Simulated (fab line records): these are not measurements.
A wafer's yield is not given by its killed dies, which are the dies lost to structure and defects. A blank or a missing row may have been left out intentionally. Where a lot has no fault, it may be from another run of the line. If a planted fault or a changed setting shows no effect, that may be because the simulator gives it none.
Matching of chambers | flow n5_finfet | 3 sister chambers for N5_FIN_SAQP_ETCH_69 on rie_diel-02
The step etches SOC in N2/H2, stops on SiNx, target depth 150 nm. 3 wafers are shown with their chamber, then 6 later ones without.

== EACH WAFER AND ITS CHAMBER ==
wafer  | chamber | showerhead_plenum_p_Torr (Torr)
L084.1 | 1       | 2.41
L088.2 | 0       | 2.61
L088.6 | 3       | 2.52

== WAFERS WITH NO CHAMBER GIVEN ==
wafer  | showerhead_plenum_p_Torr (Torr)
L090.6 | 2.52
L092.3 | 2.52
L092.5 | 2.61
L093.1 | 2.73
L093.3 | 2.61
L093.4 | 2.52

== WHICH CHAMBER EACH WENT THROUGH ==
wafer  | from the rows above     | in truth
L090.6 | can't be placed: 3 or 0 | 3
L092.3 | can't be placed: 3 or 0 | 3
L092.5 | can't be placed: 0 or 3 | 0
L093.1 | can't be placed: 0 or 3 | 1
L093.3 | can't be placed: 0 or 3 | 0
L093.4 | can't be placed: 3 or 0 | 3
0 of 6 placed correctly. These rows do not allow placing 6 (true chamber among the candidates in 5). Wrongly placed: 0.
How it was worked out, from the rows above alone: a wafer's distance from a chamber is the root of the sum, over the readings, of the square of ((its reading less the chamber's mean) divided by the reading's scatter). The wafer belongs to the nearest chamber; if the next one is less than 2 further off, it can't be placed. The mean given for a chamber averages the wafers shown for that chamber. The scatter: root of mean squared gap, hidden wafer to nearest shown wafer, with one shown wafer a chamber.
